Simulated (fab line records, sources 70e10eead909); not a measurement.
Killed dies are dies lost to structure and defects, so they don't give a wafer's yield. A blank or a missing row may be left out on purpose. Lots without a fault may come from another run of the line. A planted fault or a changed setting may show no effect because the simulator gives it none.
fab line records | flow nand_harc
record lots=13 wafers=37 last_day=33
route steps=1302 shown A_M1@1182 END@1302
lots that met no fault: from a run of the same line without faults
start_h: hours from the record's first day to the start of the lot's first wafer shown | wait_h: hours since the lot's step before | " the same as in the row above | L1.1+2: a row that stands for several wafers | - no value, or no start given | * or withheld: withheld | < > ~ a bound
route shown NAME@n: a module of which the file shows steps, and the number in the route of the first | usual: mean/standard deviation of fault-free wafers | same: alike in all rows | chamber/n: place in a boat | sites: the reading at each site | _std_site: their standard deviation | _edge_site: outer sites' mean less inner sites' | radius_mm: how far each site lies from the wafer's centre | mask NAME#n: copy n | behind: the tool/chamber that last shaped the wafer | hold: why the lot was held/for how many hours/how that ended | device: the transistor (n, p or np) that didn't switch | end of line: the same wafers' tests at the end of the route | a step without rows: its recipe alone | killed: dies lost to structure and defects at the first sort, not the wafer's yield | map: a wafer's dies, x killed, . not, _ none there
set.NAME: the setting as run; set.NAME@STEP: as run at that earlier step | model.NAME: the simulator's own value behind a step, which no gauge read
steps of the route over a sample of lots; a table a step, a row a wafer
services: from which hour (start_h, from the record's first day; less than 0 if before it) a tool's chamber was out of use, for how many hours, and why
## steps
# step NHARC_A_M1_DESCUM_14
# recipe time_s=3 o2_flow_sccm=200 ar_flow_sccm=0 bias_power_w=0 chemistry=O2
# usual drypump_motor_current_A=5.7/0.53 oes_product_au=1.000/0.013 rf_vpp_V=57.9/1 showerhead_plenum_p_Torr=1.92/0.093 throttle_valve_pct=11.313/0.0083
# columns lot.wafer tool chamber start_h wait_h drypump_motor_current_A oes_product_au rf_hours_counter_h rf_vpp_V showerhead_plenum_p_Torr throttle_valve_pct
L310.3 rie_diel-11 1 524.75 0.1 5.7 1.016 4.7 58.3 1.87 11.301
L310.2 " 2 " " 6.7 1.009 4.2 58.2 2.02 11.332
L310.1 " 3 " " 5.1 1.002 3.9 57.8 1.80 11.321
L311.2 rie_diel-11 3 549.55 0.1 5.1 0.993 5.0 58.3 1.80 11.304
L311.6 " 2 " " 6.7 0.994 - 57.5 2.01 11.306
L311.5 " 3 " " 5.1 0.999 - 57.5 1.80 11.305
L312.2 rie_diel-02 0 554.42 0.1 5.8 0.993 2.9 56.5 1.79 11.307
L312.3 " 3 " " 5.6 0.997 3.4 59.0 1.96 11.308
L312.5 " 1 " " 6.2 0.995 - 58.3 2.04 11.319
L314.2 rie_diel-04 2 565.52 0.1 6.3 1.009 0.1 56.2 1.83 11.305
L314.3 " 3 " " 4.8 1.004 0.5 57.3 2.05 11.300
L314.5 " 3 " " 4.8 1.010 - 59.0 2.05 11.314
L317.1 rie_diel-02 2 598.42 0.1 5.2 1.001 0.7 58.8 1.98 11.320
L317.2 " 1 " " 6.2 1.005 0.7 58.1 2.04 11.322
L317.6 " 2 " " 5.2 1.002 - 57.6 1.98 11.313
L316.1 rie_diel-02 2 598.93 0.1 5.2 1.005 0.8 58.2 1.98 11.297
L316.2 " 3 " " 5.6 0.993 0.5 56.6 1.96 11.325
L316.5 " 3 " " 5.6 0.992 - 56.3 1.96 11.310
L315.1 rie_diel-11 3 605.80 0.1 5.0 0.992 7.5 57.4 1.80 11.326
L327.1 rie_diel-02 2 685.38 0.1 5.2 1.001 3.7 58.0 1.98 11.310
L327.4 " 1 " " 6.2 1.001 3.5 59.6 2.04 11.312
L327.5 " 2 " " 5.2 1.002 - 58.5 1.98 11.317
L326.2 rie_diel-04 0 695.12 0.1 6.8 0.998 8.9 57.4 1.81 11.320
L326.4 " 0 " " 6.8 0.999 - 57.3 1.81 11.322
L326.5 " 2 " " 6.3 0.989 - 56.5 1.83 11.306
L330.2 rie_diel-02 1 736.00 0.1 6.2 1.012 4.6 58.1 2.04 11.330
L330.3 " 3 " " 5.6 1.009 4.2 57.7 1.96 11.305
L330.6 " 0 " " 5.8 0.970 - 56.8 1.79 11.304
L332.4 rie_diel-02 3 737.67 0.1 5.6 1.009 4.3 58.0 1.96 11.307
L332.3 " 1 " " 6.2 1.024 4.6 56.9 2.04 11.306
L332.6 " 3 " " 5.6 1.021 - 59.7 1.96 11.310
L329.4 rie_diel-02 2 739.67 0.1 5.2 1.004 4.8 56.0 1.98 11.314
L329.2 " 3 " " 5.6 1.014 4.4 59.2 1.96 11.318
L329.1 " 0 " " 5.8 0.970 4.4 57.9 1.78 11.309
L331.1 rie_diel-11 1 755.68 0.1 5.7 1.017 8.3 58.4 1.87 11.307
L331.6 " 0 " " 5.1 1.009 - 58.3 1.85 11.317
L331.5 " 3 " " 5.1 0.999 - 57.9 1.80 11.312
# step NHARC_A_M1_PRE_CLEAN_30
# recipe time_s=30 temp_c=280 gas=H2/He
# usual heater_power_w=407/43
# columns lot.wafer tool chamber start_h wait_h heater_power_w
L310.2 pvd_sputter-01 - - - 345
L310.1 " - " " 459
L310.3 " - " " 414
L311.2 pvd_sputter-03 - - - 443
L311.6 " - " " 440
L311.5 " - " " 385
L312.3 pvd_sputter-01 - - - 464
L312.2 " - " " 401
L312.5 " - " " 415
L314.3 pvd_sputter-01 - - - 424
L314.2 " - " " 400
L314.5 " - " " 466
L317.2 pvd_sputter-01 - - - 472
L317.1 " - " " 398
L317.6 " - " " 394
L316.2 pvd_sputter-03 - - - 349
L316.1 " - " " 446
L316.5 " - " " 374
L315.1 pvd_sputter-02 - - - 426
L327.1 pvd_sputter-03 - - - 353
L327.4 " - " " 406
L327.5 " - " " 360
L326.4 pvd_sputter-01 - - - 463
L326.2 " - " " 398
L326.5 " - " " 449
L330.3 pvd_sputter-01 - - - 400
L330.2 " - " " 349
L330.6 " - " " 442
L332.4 pvd_sputter-02 - - - 426
L332.3 " - " " 413
L332.6 " - " " 480
L329.1 pvd_sputter-03 - - - 380
L329.4 " - " " 451
L329.2 " - " " 377
L331.1 pvd_sputter-01 - - - 389
L331.5 " - " " 392
L331.6 " - " " 450
# step NHARC_A_M1_CMP_23
# recipe t_overpolish_s=20 target_thk_nm=154.34
# usual motor_current_A=11.8/1.7 time_to_endpoint_s=28.4/2.9
# columns lot.wafer tool chamber start_h wait_h motor_current_A time_to_endpoint_s
L310.1 cmp-03 1 526.88 - 11.7 31.1
L310.2 " 3 " " 10.6 27.7
L310.3 " 0 " " 11.4 28.9
L311.2 cmp-04 3 551.73 - 12.8 29.1
L311.5 " 0 " " 9.7 25.5
L311.6 " 1 " " 15.8 31.3
L312.2 cmp-03 1 556.57 - 12.4 29.0
L312.3 " 3 " " 9.6 24.7
L312.5 " 1 " " 12.6 21.5
L314.2 cmp-01 0 567.93 - 13.9 23.3
L314.3 " 1 " " 13.7 30.1
L314.5 " 2 " " 11.7 24.5
L317.2 cmp-03 1 600.65 - 12.2 29.1
L317.1 " 0 " " 11.4 30.8
L317.6 " 2 " " 10.9 28.5
L316.2 cmp-03 1 601.04 - 11.9 32.0
L316.1 " 0 " " 11.8 32.5
L316.5 " 1 " " 11.8 30.8
L315.1 cmp-03 2 607.95 - 10.5 15.1
L327.1 cmp-03 3 687.57 - 10.4 29.6
L327.4 " 1 " " 12.2 30.1
L327.5 " 2 " " 10.8 28.1
L326.2 cmp-03 1 697.34 - 12.3 29.2
L326.4 " 0 " " 11.7 32.2
L326.5 " 1 " " 12.0 31.0
L330.3 cmp-03 2 738.20 - 11.0 31.1
L330.2 " 3 " " 10.4 30.3
L330.6 " 1 " " 12.1 31.9
L332.3 cmp-01 2 739.83 - 11.3 24.6
L332.4 " 1 " " 14.1 30.2
L332.6 " 3 " " 11.6 27.6
L329.4 cmp-03 2 741.77 - 10.3 28.9
L329.1 " 3 " " 10.1 30.3
L329.2 " 0 " " 11.9 30.1
L331.1 cmp-03 3 757.99 - 10.2 27.5
L331.5 " 1 " " 12.4 27.7
L331.6 " 2 " " 11.5 29.0
# step NHARC_A_M1_THK_MEAS_24
# recipe thk_meas_gauge=xrf
# usual thk_nm=154.3/1.6
# columns lot.wafer tool chamber start_h wait_h hold thk_nm
L310.1 film_metro-02 - 527.20 - - 154.1
L310.2 " - " " - 153.8
L310.3 " - " " - 156.3
L311.2 film_metro-01 - 551.96 - - 157.0
L311.5 " - " " - 155.7
L311.6 " - " " - 154.8
L312.2 film_metro-02 - 556.88 - - 152.8
L312.3 " - " " - 152.4
L312.5 " - " " - 154.2
L314.2 film_metro-02 - 568.19 - - 153.4
L314.3 " - " " - 154.3
L314.5 " - " " - 153.8
L317.1 film_metro-01 - 600.96 - - 153.7
L317.2 " - " " - 153.6
L317.6 " - " " - 151.2
L316.1 film_metro-01 - 601.35 - - 156.7
L316.2 " - " " - 154.3
L316.5 " - " " - 154.0
L315.1 film_metro-01 - 608.27 - await_dispo/0.2h/release 146.9
L315.1 film_metro-01 - 608.44 0.2 - 148.4
L327.1 film_metro-02 - 687.86 - - 152.4
L327.4 " - " " - 155.8
L327.5 " - " " - 153.9
L326.2 film_metro-02 - 697.67 - - 154.0
L326.4 " - " " - 154.6
L326.5 " - " " - 154.7
L330.2 film_metro-01 - 738.48 - - 155.2
L330.3 " - " " - 152.7
L330.6 " - " " - 155.0
L332.3 film_metro-02 - 740.15 - - 151.6
L332.4 " - " " - 155.8
L332.6 " - " " - 152.8
L329.1 film_metro-01 - 742.08 - - 153.7
L329.2 " - " " - 155.2
L329.4 " - " " - 153.8
L331.1 film_metro-02 - 758.24 - - 154.4
L331.5 " - " " - 155.9
L331.6 " - " " - 154.9
# step NHARC_A_M1_DEP_33
# recipe target_thk_a=300 temp_c=370 target_thk_nm=30 pressure_torr=3 flow_sccm=200 rf_w=450 material=SiCN
# usual heater_power_w=570/59
# columns lot.wafer tool chamber start_h wait_h heater_power_w
L310.2 pecvd-03 1 527.51 0.1 533
L310.3 " 2 " " 469
L310.1 " 0 " " 620
L311.2 pecvd-04 2 552.26 0.1 517
L311.6 " 2 " " 528
L311.5 " 1 " " 648
L312.2 pecvd-04 0 557.18 0.1 558
L312.3 " 1 " " 644
L312.5 " 1 " " 632
L314.2 pecvd-03 2 568.49 0.1 487
L314.3 " 0 " " 607
L314.5 " 1 " " 556
L317.2 pecvd-04 2 601.26 0.1 515
L317.1 " 1 " " 611
L317.6 " 0 " " 592
L316.1 pecvd-03 0 601.66 0.1 588
L316.2 " 1 " " 496
L316.5 " 1 " " 491
L315.1 pecvd-04 0 614.64 0.1 507
L327.1 pecvd-03 0 688.25 0.1 687
L327.5 " 2 " " 411
L327.4 " 0 " " 676
L326.2 pecvd-04 1 697.97 0.1 481
L326.4 " 2 " " 637
L326.5 " 0 " " 546
L330.2 pecvd-02 1 739.03 0.1 608
L330.3 " 2 " " 582
L330.6 " 1 " " 613
L332.3 pecvd-02 0 740.54 0.1 728
L332.6 " 1 " " 571
L332.4 " 2 " " 622
L329.1 pecvd-04 2 742.40 0.1 571
L329.2 " 0 " " 498
L329.4 " 0 " " 494
L331.1 pecvd-04 1 758.55 0.1 580
L331.6 " 1 " " 583
L331.5 " 0 " " 542
# step NHARC_END_SORT_01
# recipe temp_c=25
# usual defect_limited_yield=90/3.1 killed_at_array=62/20 killed_at_other=0.8/1.1 killed_at_periphery=3.5/2.4 killed_dies=66/21 killed_open=3.5/1.9 killed_short=2.5/1.7
# same gross_dies=677
# columns lot.wafer tool chamber start_h wait_h defect_limited_yield[%] killed_at_array killed_at_other killed_at_periphery killed_dies killed_open killed_short
L310.1 prober-01 0 562.27 2.5 92 47 1 5 53 5 1
L310.2 prober-01 0 563.06 2.8 90 62 0 6 68 2 3
L310.3 prober-01 0 563.85 3.1 89 74 1 1 76 2 2
L315.1 prober-01 0 652.00 2.5 86 91 1 3 95 3 1
L327.1 prober-02 0 720.57 2.5 86 81 6 5 92 4 6
L327.4 prober-02 0 722.94 3.4 90 64 4 2 70 3 2
L327.5 prober-02 0 723.73 3.7 89 70 2 5 77 2 5
L326.2 prober-02 0 731.24 2.8 87 82 0 3 85 2 3
L326.4 prober-02 0 732.81 3.4 88 72 4 8 84 5 3
L326.5 prober-02 0 733.60 3.6 89 68 1 5 74 4 1
L329.1 prober-02 0 779.71 2.5 95 32 0 4 36 2 9
L329.2 prober-02 0 780.51 2.8 93 45 0 4 49 4 5
L329.4 prober-02 0 782.10 3.4 94 34 1 6 41 4 2
# killed by level:class
L310.1 A_CHANNEL_HOLE_D1:chamber_film_flake=22 A_CHANNEL_HOLE_D2:chamber_film_flake=19 P_M0:chamber_film_flake=3 A_ONON_D2:geometric_particle:open=2 A_CONTACT:chamber_film_flake=2 P_GATE:geometric_particle:open=1 P_M1:geometric_particle:open=1 A_DECK1_JOINT:geometric_particle:open=1
L310.2 A_CHANNEL_HOLE_D2:chamber_film_flake=28 A_CHANNEL_HOLE_D1:chamber_film_flake=23 P_GATE:chamber_film_flake=3 P_M0:chamber_film_flake=3 A_CONTACT:chamber_film_flake=3 A_DECK1_JOINT:chamber_film_flake=2 A_DECK1_JOINT:geometric_particle:open=1 A_ONON_D2:geometric_particle:short=1
L310.3 A_CHANNEL_HOLE_D2:chamber_film_flake=38 A_CHANNEL_HOLE_D1:chamber_film_flake=28 A_CONTACT:chamber_film_flake=2 A_SOURCE_PLATE:geometric_particle:open=1 A_STAIRCASE:geometric_particle:short=1 A_WL_FILL:geometric_particle:short=1 A_BLC:geometric_particle:open=1 P_GATE:chamber_film_flake=1
L315.1 A_SLIT:chamber_film_flake=31 A_CHANNEL_HOLE_D2:chamber_film_flake=29 A_ZERO_WELL:chamber_film_flake=7 A_CONTACT:chamber_film_flake=7 A_CHANNEL_HOLE_D1:chamber_film_flake=5 A_STAIRCASE:chamber_film_flake=4 A_WL_FILL:chamber_film_flake=3 P_GATE:geometric_particle:short=1
L327.1 A_CHANNEL_HOLE_D1:chamber_film_flake=34 A_SLIT:chamber_film_flake=31 THIN_TSV:chamber_film_flake=6 A_CONTACT:chamber_film_flake=4 P_M1:geometric_particle:open=2 A_WL_FILL:geometric_particle:short=2 A_CHANNEL_FILL_D2:chamber_film_flake=2 A_STAIRCASE:chamber_film_flake=2
L327.4 A_CHANNEL_HOLE_D1:chamber_film_flake=33 A_SLIT:chamber_film_flake=26 THIN_TSV:chamber_film_flake=4 P_M0:geometric_particle:open=1 A_CHANNEL_FILL_D1:geometric_particle:short=1 A_ONON_D2:geometric_particle:open=1 A_CHANNEL_HOLE_D2:geometric_particle:open=1 A_WL_FILL:geometric_particle:short=1
L327.5 A_CHANNEL_HOLE_D1:chamber_film_flake=30 A_SLIT:chamber_film_flake=30 A_CONTACT:chamber_film_flake=4 A_CHANNEL_FILL_D1:geometric_particle:short=2 P_STI:chamber_film_flake=2 THIN_TSV:chamber_film_flake=2 P_STI:geometric_particle:short=1 P_CONTACT:geometric_particle:short=1
L326.2 A_SLIT:chamber_film_flake=36 A_CHANNEL_HOLE_D2:chamber_film_flake=26 A_CONTACT:chamber_film_flake=7 A_CHANNEL_HOLE_D1:chamber_film_flake=5 A_ONON_D2:geometric_particle:short=2 P_GATE:chamber_film_flake=2 A_WL_FILL:chamber_film_flake=2 A_DECK1_JOINT:geometric_particle:short=1
L326.4 A_SLIT:chamber_film_flake=31 A_CHANNEL_HOLE_D2:chamber_film_flake=19 A_CHANNEL_HOLE_D1:chamber_film_flake=12 A_CONTACT:chamber_film_flake=4 P_STI:chamber_film_flake=3 THIN_TSV:chamber_film_flake=3 P_CONTACT:geometric_particle:open=2 P_CONTACT:geometric_particle:short=1
L326.5 A_SLIT:chamber_film_flake=30 A_CHANNEL_HOLE_D2:chamber_film_flake=14 A_CHANNEL_HOLE_D1:chamber_film_flake=6 A_CONTACT:chamber_film_flake=4 P_STI:chamber_film_flake=4 A_WL_FILL:chamber_film_flake=4 A_CHANNEL_FILL_D2:chamber_film_flake=2 A_CHANNEL_FILL_D1:geometric_particle:open=1
L329.1 A_CHANNEL_HOLE_D1:chamber_film_flake=11 A_SLIT:chamber_film_flake=8 A_STAIRCASE:chamber_film_flake=3 P_CONTACT:geometric_particle:short=2 P_STI:geometric_particle:short=1 P_CONTACT:geometric_particle:open=1 A_SOURCE_PLATE:geometric_particle:short=1 A_CHANNEL_HOLE_D1:geometric_particle:short=1
L329.2 A_CHANNEL_HOLE_D1:chamber_film_flake=22 A_SLIT:chamber_film_flake=9 A_CONTACT:chamber_film_flake=3 A_ONON_D1:geometric_particle:open=2 A_CHANNEL_FILL_D1:geometric_particle:open=2 P_STI:chamber_film_flake=2 A_STAIRCASE:chamber_film_flake=2 P_CONTACT:geometric_particle:short=1
L329.4 A_CHANNEL_HOLE_D1:chamber_film_flake=21 A_SLIT:chamber_film_flake=5 A_CONTACT:chamber_film_flake=3 P_STI:geometric_particle:open=1 P_CONTACT:geometric_particle:open=1 A_CHANNEL_FILL_D1:geometric_particle:open=1 A_WL_FILL:geometric_particle:short=1 A_CONTACT:geometric_particle:short=1
## services
# columns tool chamber start_h hours kind
pvd_sputter-03 - 538.22 10.0 pm
pecvd-04 - 540.64 0.4 repair
pecvd-03 - 547.31 13.0 pm
cmp-03 - 563.18 4.0 pm
rie_diel-02 - 570.71 9.0 pm
pvd_sputter-01 - 582.00 10.0 pm
pecvd-03 1 583.51 1.9 repair
pecvd-03 0 585.76 6.9 repair
cmp-03 - 610.13 2.1 repair
rie_diel-02 1 630.40 13.7 repair
pecvd-04 - 631.57 13.0 pm
pecvd-03 - 635.97 0.7 repair
cmp-03 - 661.18 4.0 pm
pvd_sputter-03 - 663.61 0.7 repair
pvd_sputter-01 - 669.47 1.7 repair
pvd_sputter-03 - 678.42 0.5 repair
pvd_sputter-01 - 685.02 4.3 repair
rie_diel-02 - 690.00 3.9 repair
pecvd-03 0 691.42 11.6 repair
pecvd-04 - 705.35 0.7 repair
pvd_sputter-03 - 716.22 10.0 pm
pecvd-03 - 728.31 13.0 pm
rie_diel-02 - 747.71 9.0 pm
cmp-03 - 753.80 3.5 repair
## key
first_sign step=NHARC_A_M1_CMP_23 reading=time_to_endpoint_s direction=down sigmas=4.6 usual=* struck=*
effect step=NHARC_A_M1_THK_MEAS_24 reading=visit direction=added
met_at NHARC_A_M1_CMP_23
struck_lots L315
not_acting_at NHARC_A_M1_DESCUM_14,NHARC_A_M1_PRE_CLEAN_30,NHARC_A_M1_DEP_33
onset_between 601.04 607.95
fault kind=process_parameter_drift tool=cmp-03 chamber=- onset_h=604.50 steps=NHARC_A_M1_CMP_23 channel=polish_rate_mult offset=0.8 shape=step end_h=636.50
